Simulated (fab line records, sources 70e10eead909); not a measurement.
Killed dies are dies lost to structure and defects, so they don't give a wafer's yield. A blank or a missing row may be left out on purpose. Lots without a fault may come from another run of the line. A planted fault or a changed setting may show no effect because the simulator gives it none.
fab line records | flow nand_harc
record lots=6 wafers=18 last_day=33
route steps=1302 shown A_CONTACT@1090
lots that met no fault: from a run of the same line without faults
start_h: hours from the record's first day to the start of the lot's first wafer shown | wait_h: hours since the lot's step before | " the same as in the row above | L1.1+2: a row that stands for several wafers | - no value, or no start given | * or withheld: withheld | < > ~ a bound
route shown NAME@n: a module of which the file shows steps, and the number in the route of the first | usual: mean/standard deviation of fault-free wafers | same: alike in all rows | chamber/n: place in a boat | sites: the reading at each site | _std_site: their standard deviation | _edge_site: outer sites' mean less inner sites' | radius_mm: how far each site lies from the wafer's centre | mask NAME#n: copy n | behind: the tool/chamber that last shaped the wafer | hold: why the lot was held/for how many hours/how that ended | device: the transistor (n, p or np) that didn't switch | end of line: the same wafers' tests at the end of the route | a step without rows: its recipe alone | killed: dies lost to structure and defects at the first sort, not the wafer's yield | map: a wafer's dies, x killed, . not, _ none there
set.NAME: the setting as run; set.NAME@STEP: as run at that earlier step | model.NAME: the simulator's own value behind a step, which no gauge read
lots at some steps of the route; a table a step, a row a wafer
services: from which hour (start_h, from the record's first day; less than 0 if before it) a tool's chamber was out of use, for how many hours, and why
## steps
# step NHARC_A_CONTACT_ETCH_138
# recipe source_w=withheld pressure_mtorr=20 bias_v=1200 time_s=311 target_depth_a=19140 ar_flow_sccm=withheld c4f8_flow_sccm=withheld o2_flow_sccm=withheld chemistry=C4F8/O2/Ar
# step NHARC_A_CONTACT_ETCH_139
# recipe source_w=withheld pressure_mtorr=20 bias_v=400 time_s=195 target_depth_a=8400 ar_flow_sccm=withheld c4f8_flow_sccm=11.5 o2_flow_sccm=7.2 chemistry=C4F8/O2/Ar
# usual oes_air_line_au=0.998/0.02
# columns lot.wafer tool chamber start_h wait_h oes_air_line_au rf_hours_counter_h
L771.2 har_cap_etch-02 0 540.22 0.2 1.004 94
L771.3 " 1 " " 1.018 -
L771.6 " 0 " " 0.978 -
L775.2 har_cap_etch-03 0 581.16 0.2 0.997 55
L775.3 " 0 " " 1.006 -
L775.5 " 1 " " 1.003 -
L777.2 har_cap_etch-02 0 613.27 0.2 1.019 105
L777.4 " 0 " " 1.024 -
L777.6 " 1 " " 1.005 -
L784.2 har_cap_etch-01 0 692.47 0.2 0.981 32
L784.3 " 1 " " 0.964 -
L784.6 " 0 " " 0.976 -
L785.3 har_cap_etch-03 0 697.78 0.2 0.965 -
L785.4 " 1 " " 0.984 -
L785.5 " 1 " " 1.000 -
L790.1 har_cap_etch-01 1 745.82 0.2 1.028 38
L790.2 " 0 " " 1.005 38
L790.5 " 0 " " 0.985 -
# step NHARC_A_CONTACT_ETCH_92
# recipe target_depth_a=400 over_etch_frac=0.5 time_s=85.7 ion_energy_ev=120 ch3f_flow_sccm=50 o2_flow_sccm=30 ar_flow_sccm=200 rf_w=500 bias_w=100 chemistry=CH3F/O2
# step NHARC_A_CONTACT_ETCH_98
# recipe target_depth_a=200 over_etch_frac=0.5 time_s=10 ion_energy_ev=250 c4f6_flow_sccm=25 o2_flow_sccm=20 ar_flow_sccm=500 rf_w=600 bias_w=500 chemistry=C4F6/O2
# usual drypump_motor_current_A=5.8/0.31 oes_product_au=0.950/0.017 rf_vpp_V=546/3.8 showerhead_plenum_p_Torr=3.89/0.18 throttle_valve_pct=26.903/0.0088
# columns lot.wafer tool chamber start_h wait_h drypump_motor_current_A oes_product_au rf_hours_counter_h rf_vpp_V showerhead_plenum_p_Torr throttle_valve_pct
L771.3 rie_diel-09 1 - - 5.8 0.984 13 553 4.19 26.896
L771.2 " 3 " " 6.0 0.963 14 553 4.22 26.895
L771.6 " 0 " " 4.9 0.953 - 546 3.90 26.886
L775.2 rie_diel-03 1 - - 5.8 0.944 18 548 3.97 26.903
L775.3 " 2 " " 6.1 0.974 17 548 3.95 26.905
L775.5 " 2 " " 6.0 0.961 - 547 3.95 26.890
L777.4 rie_diel-03 2 - - 6.1 0.965 23 549 3.95 26.905
L777.2 " 3 " " 5.7 0.962 21 542 3.65 26.901
L777.6 " 1 " " 5.7 0.929 - 548 3.96 26.906
L784.2 rie_diel-13 3 - - 6.4 0.931 59 542 3.68 26.909
L784.3 " 2 " " 5.1 0.924 57 550 3.99 26.900
L784.6 " 0 " " 5.1 0.949 - 550 4.09 26.895
L785.3 rie_diel-03 3 - - 5.7 0.948 9 540 3.64 26.912
L785.4 " 1 " " 5.8 0.926 11 547 3.96 26.900
L785.5 " 2 " " 6.0 0.948 - 546 3.94 26.909
L790.1 rie_diel-03 0 - - 5.9 0.949 18 551 4.22 26.896
L790.2 " 3 " " 5.7 0.960 18 542 3.64 26.910
L790.5 " 0 " " 6.0 0.956 - 552 4.21 26.910
# step NHARC_A_CONTACT_CD_MEAS_15
# usual cd_nm=189.9/0.55
# columns lot.wafer tool chamber start_h wait_h cd_nm
L771.2 cd_sem-01 - 540.96 - 189.8
L771.3 " - " " 190.2
L771.6 " - " " 189.7
L775.2 cd_sem-03 - 581.90 - 189.4
L775.3 " - " " 189.7
L775.5 " - " " 189.4
L777.2 cd_sem-02 - 614.00 - 190.2
L777.4 " - " " 189.2
L777.6 " - " " 189.6
L784.2 cd_sem-02 - 693.25 - 189.8
L784.3 " - " " 189.6
L784.6 " - " " 189.7
L785.3 cd_sem-01 - 698.47 - 189.7
L785.4 " - " " 190.4
L785.5 " - " " 189.5
L790.1 cd_sem-02 - 746.59 - 190.0
L790.2 " - " " 190.1
L790.5 " - " " 190.0
# step NHARC_A_CONTACT_STRIP_107
# recipe n2_flow_sccm=150 h2_flow_sccm=150 ar_flow_sccm=0 bias_w=0 chemistry=N2/H2
# step NHARC_A_CONTACT_STRIP_108
# recipe cf4_flow_sccm=100 chf3_flow_sccm=30 ar_flow_sccm=0 bias_w=0 chemistry=CF4/CHF3
# step NHARC_A_CONTACT_STRIP_109
# recipe o2_flow_sccm=400 cos_flow_sccm=20 ar_flow_sccm=0 bias_w=0 chemistry=O2/COS
# step NHARC_A_CONTACT_ETCH_110
# recipe target_depth_a=600 overetch_a=60 time_s=33 ion_energy_ev=100 cf4_flow_sccm=80 o2_flow_sccm=20 ar_flow_sccm=0 rf_w=300 bias_w=100 chemistry=CF4/O2
# usual drypump_motor_current_A=5.7/0.39 oes_product_au=0.999/0.012 rf_vpp_V=197.7/1.7 showerhead_plenum_p_Torr=1.33/0.069 throttle_valve_pct=13.398/0.0087
# columns lot.wafer tool chamber start_h wait_h drypump_motor_current_A oes_product_au rf_hours_counter_h rf_vpp_V showerhead_plenum_p_Torr throttle_valve_pct
L771.2 rie_diel-03 1 541.25 0.1 5.8 0.987 13 197.6 1.35 13.402
L771.3 " 3 " " 5.7 0.995 10 195.5 1.24 13.406
L771.6 " 1 " " 5.8 0.995 - 197.9 1.35 13.394
L775.2 rie_diel-09 0 582.19 0.1 4.9 0.994 25 197.1 1.32 13.397
L775.3 " 3 " " 6.0 1.020 27 200.0 1.44 13.388
L775.5 " 0 " " 4.9 0.990 - 197.1 1.32 13.399
L777.2 rie_diel-09 2 614.33 0.1 6.1 1.011 36 197.0 1.31 13.391
L777.4 " 3 " " 6.0 1.015 - 199.6 1.44 13.406
L777.6 " 2 " " 6.1 1.002 - 196.4 1.31 13.396
L784.3 rie_diel-09 2 693.58 0.1 6.2 0.998 4 198.1 1.31 13.397
L784.2 " 0 " " 4.9 0.990 4 198.0 1.31 13.416
L784.6 " 1 " " 5.8 1.016 - 198.7 1.42 13.397
L785.4 rie_diel-03 0 698.76 0.1 5.9 1.008 11 201.5 1.44 13.398
L785.3 " 1 " " 5.8 0.975 11 199.5 1.35 13.393
L785.5 " 0 " " 6.0 1.009 - 200.8 1.44 13.396
L790.1 rie_diel-03 3 746.88 0.1 5.7 1.008 18 193.9 1.23 13.408
L790.2 " 0 " " 5.9 1.000 18 199.4 1.44 13.398
L790.5 " 3 " " 5.8 1.003 - 197.1 1.23 13.392
# step NHARC_A_CONTACT_STRIP_26
# recipe o2_flow_sccm=500 ar_flow_sccm=0 bias_w=0 chemistry=O2
# usual drypump_motor_current_A=5.8/0.38 oes_product_au=1.000/0.012 rf_vpp_V=57.7/0.92 showerhead_plenum_p_Torr=3.52/0.17 throttle_valve_pct=17.036/0.0084
# columns lot.wafer tool chamber start_h wait_h drypump_motor_current_A oes_product_au rf_hours_counter_h rf_vpp_V showerhead_plenum_p_Torr throttle_valve_pct
L771.3 rie_diel-03 2 - - 6.0 1.002 11 56.7 3.56 17.050
L771.2 " 0 " " 6.0 1.010 12 57.5 3.27 17.021
L771.6 " 1 " " 5.8 1.000 - 58.3 3.57 17.037
L775.2 rie_diel-09 3 - - 6.0 1.012 27 56.5 3.79 17.031
L775.3 " 1 " " 5.8 1.014 24 57.3 3.76 17.021
L775.5 " 3 " " 6.0 1.014 - 60.2 3.79 17.032
L777.2 rie_diel-09 2 - - 6.2 1.007 36 57.0 3.47 17.033
L777.4 " 2 " " 6.2 1.005 - 59.0 3.47 17.035
L777.6 " 3 " " 6.0 1.013 - 58.2 3.79 17.046
L784.2 rie_diel-09 1 - - 5.8 1.005 5 58.2 3.75 17.037
L784.3 " 0 " " 4.9 0.991 5 57.2 3.48 17.039
L784.6 " 0 " " 4.9 0.990 - 58.9 3.48 17.046
L785.3 rie_diel-03 2 - - 6.0 1.007 9 58.1 3.54 17.033
L785.4 " 0 " " 5.9 1.004 11 58.1 3.80 17.022
L785.5 " 2 " " 6.0 1.006 - 56.3 3.55 17.047
L790.1 rie_diel-03 2 - - 6.0 1.009 17 57.8 3.54 17.041
L790.2 " 0 " " 6.0 1.001 18 58.8 3.80 17.033
L790.5 " 2 " " 6.0 1.009 - 56.3 3.54 17.039
# step NHARC_A_CONTACT_STRIP_27
# recipe time_s=600 temp_c=30 chemistry=post_etch_residue_remover
# step NHARC_A_CONTACT_ALD_18
# recipe target_thk_a=30 pulse_time_s=1 ald_cycles=150 temp_c=450 material=TiN
# usual heater_power_w=1103/110 precursor_pulse_height_rel=1.000/0.018
# same pulse_time_s=1
# columns lot.wafer tool chamber start_h wait_h heater_power_w precursor_pulse_height_rel
L771.2 ald_metal-01 2 541.90 - 1286 1.017
L771.3 " 1 " " 1137 0.997
L771.6 " 3 " " 1180 0.990
L775.3 ald_metal-01 1 582.86 - 1136 0.998
L775.2 " 3 " " 1123 1.018
L775.5 " 1 " " 1139 1.002
L777.2 ald_metal-03 3 615.03 - 967 1.008
L777.4 " 1 " " 1009 1.011
L777.6 " 3 " " 958 1.001
L784.2 ald_metal-01 2 694.31 - 1304 0.984
L784.3 " 3 " " 1144 0.996
L784.6 " 2 " " 1287 1.002
L785.4 ald_metal-03 1 699.40 - 1044 0.972
L785.3 " 0 " " 1040 1.006
L785.5 " 1 " " 1038 1.023
L790.2 ald_metal-02 0 747.53 - 1123 0.995
L790.1 " 3 " " 984 1.010
L790.5 " 1 " " 1242 1.005
# step NHARC_A_CONTACT_CVD_19
# recipe target_thk_a=3000 temp_c=300 pressure_torr=40 wf6_flow_sccm=40 h2_flow_sccm=1600 ar_flow_sccm=1560 time_s=802 material=W
# usual heater_power_w=446/24 throttle_valve_pct=8.19/0.21
# columns lot.wafer tool chamber start_h wait_h heater_power_w throttle_valve_pct
L771.2 cvd_w-02 0 542.11 - 456 7.96
L771.3 " 1 " " 436 7.90
L771.6 " 0 " " 464 7.92
L775.2 cvd_w-02 0 583.04 - 472 8.59
L775.3 " 0 " " 479 8.02
L775.5 " 0 " " 470 8.42
L777.2 cvd_w-02 1 615.23 - 438 8.21
L777.4 " 1 " " 440 8.27
L777.6 " 1 " " 446 8.21
L784.2 cvd_w-02 1 694.49 - 466 7.59
L784.3 " 0 " " 471 8.29
L784.6 " 0 " " 461 8.12
L785.3 cvd_w-02 0 699.85 - 459 8.13
L785.4 " 1 " " 471 8.09
L785.5 " 0 " " 462 8.04
L790.1 cvd_w-01 0 747.73 - 409 8.30
L790.2 " 1 " " 408 7.87
L790.5 " 1 " " 410 7.85
# step NHARC_A_CONTACT_CMP_20
# recipe t_overpolish_s=30 target_thk_nm=300
# usual motor_current_A=11.5/1 overpolish_run_s=29.999/0.0089 time_to_endpoint_s=59/3.2
# columns lot.wafer tool chamber start_h wait_h motor_current_A overpolish_run_s time_to_endpoint_s
L771.2 cmp-04 1 543.05 0.8 10.6 30.004 57
L771.3 " 2 " " 12.4 30.003 62
L771.6 " 0 " " 12.5 29.998 61
L775.3 cmp-03 1 583.92 0.5 12.7 30.009 58
L775.2 " 2 " " 11.6 30.001 54
L775.5 " 1 " " 11.8 29.992 55
L777.4 cmp-04 0 616.14 0.5 13.2 29.998 61
L777.2 " 1 " " 11.5 29.990 58
L777.6 " 0 " " 13.7 30.012 61
L784.2 cmp-04 1 695.37 0.8 10.7 30.015 108
L784.3 " 2 " " 12.4 29.994 114
L784.6 " 1 " " 11.2 29.992 106
L785.4 cmp-01 3 700.48 0.4 12.1 30.001 112
L785.3 " 0 " " 10.5 29.993 110
L785.5 " 0 " " 10.4 30.000 104
L790.1 cmp-04 3 748.66 0.8 11.7 29.988 56
L790.2 " 0 " " 13.5 29.991 52
L790.5 " 2 " " 12.3 30.006 61
## services
# columns tool chamber start_h hours kind
cvd_w-01 0 521.54 6.5 repair
ald_metal-01 - 526.00 10.0 pm
ald_metal-01 0 551.83 3.9 repair
ald_metal-03 - 568.10 10.0 pm
cmp-04 - 583.76 1.0 repair
cmp-04 - 601.00 4.0 pm
ald_metal-03 1 603.14 3.4 repair
ald_metal-01 3 606.57 3.6 repair
rie_diel-09 1 614.05 21.8 repair
cvd_w-02 - 631.00 13.0 pm
cmp-04 - 634.21 2.0 repair
rie_diel-03 - 635.49 9.0 pm
rie_diel-09 2 636.53 4.5 repair
rie_diel-09 3 667.97 27.0 repair
rie_diel-09 - 674.23 9.0 pm
rie_diel-09 - 690.00 1.5 repair
cmp-04 - 699.00 4.0 pm
ald_metal-01 - 704.11 10.0 pm
har_cap_etch-02 - 704.55 3.0 repair
rie_diel-03 1 709.16 9.5 repair
ald_metal-03 1 713.28 42.5 repair
rie_diel-03 2 719.35 2.9 repair
rie_diel-09 1 722.39 2.7 repair
ald_metal-03 - 746.10 10.0 pm
## key
first_sign step=NHARC_A_CONTACT_CMP_20 reading=time_to_endpoint_s direction=up sigmas=16 usual=* struck=*
effect none on later readings
met_at NHARC_A_CONTACT_CVD_19
struck_wafers L784.2,L784.3,L784.6,L785.3,L785.4,L785.5
tester_left_out L784,L785
onset_between 615.23 694.49
fault kind=process_parameter_drift tool=cvd_w-02 chamber=- onset_h=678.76 steps=NHARC_A_CONTACT_CVD_19 channel=target_thk_a offset=* shape=step end_h=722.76 acts_in=* stated=*
# tester_left_out: of these lots the tester's yield and bins aren't shown, on N5 and GAA mostly nor the transistor test; their killed dies are dies lost to structure and defects alone, not to doping, threshold or leakage, so they don't give the yield
